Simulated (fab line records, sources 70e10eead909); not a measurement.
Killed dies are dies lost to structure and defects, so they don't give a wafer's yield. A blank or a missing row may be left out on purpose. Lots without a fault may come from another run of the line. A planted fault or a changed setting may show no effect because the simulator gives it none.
Chamber matching | flow nand_harc | NHARC_A_M1_STRIP_18 on rie_diel-05: 4 sister chambers
The step strips in N2/H2. 8 wafers are shown with their chamber, then 10 later ones without.

WAFERS WITH THEIR CHAMBER
wafer  | chamber | oes_product_au (a.u.) | throttle_valve_pct (%)
L081.3 | 2       | 0.991                 | 14.163
L081.6 | 2       | 0.993                 | 14.154
L082.2 | 1       | 0.991                 | 14.166
L082.3 | 3       | 0.991                 | 14.183
L083.5 | 3       | 0.990                 | 14.180
L083.6 | 0       | 0.992                 | 14.168
L085.1 | 0       | 0.986                 | 14.165
L085.2 | 1       | 0.981                 | 14.169

WAFERS WITHOUT THEIR CHAMBER
wafer  | oes_product_au (a.u.) | throttle_valve_pct (%)
L085.6 | 1.013                 | 14.181
L087.1 | 0.992                 | 14.181
L087.3 | 1.001                 | 14.176
L087.5 | 1.006                 | 14.167
L087.2 | 0.998                 | 14.143
L087.4 | 0.982                 | 14.168
L087.6 | 0.996                 | 14.168
L092.3 | 0.993                 | 14.167
L092.4 | 1.005                 | 14.168
L092.6 | 0.985                 | 14.172

WHICH CHAMBER EACH WENT THROUGH
wafer  | from the rows above               | in truth
L085.6 | can't be placed: 3 or 0           | 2
L087.1 | 3                                 | 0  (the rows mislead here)
L087.3 | can't be placed: 3 or 0 or 1      | 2
L087.5 | can't be placed: 0 or 2 or 1 or 3 | 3
L087.2 | 2                                 | 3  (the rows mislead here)
L087.4 | can't be placed: 1 or 0           | 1
L087.6 | can't be placed: 0 or 1 or 2      | 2
L092.3 | can't be placed: 0 or 1 or 2      | 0
L092.4 | can't be placed: 0 or 2 or 1 or 3 | 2
L092.6 | can't be placed: 1 or 0 or 3      | 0
Placed correctly: 0 of 10. Can't be placed from these rows: 8 (the true chamber is among the candidates in 6). Placed wrongly: 2.
How it was worked out, from the rows above alone: a wafer's distance from a chamber is the root of the sum, over the readings, of the square of ((its reading less the chamber's mean) divided by the reading's scatter). The wafer belongs to the nearest chamber; if the next one is less than 2 further off, it can't be placed. A chamber's mean is the mean of its shown wafers. The scatter: the root of (the sum of the squares of (reading less its chamber's mean) over the shown wafers, divided by (wafers less chambers)).
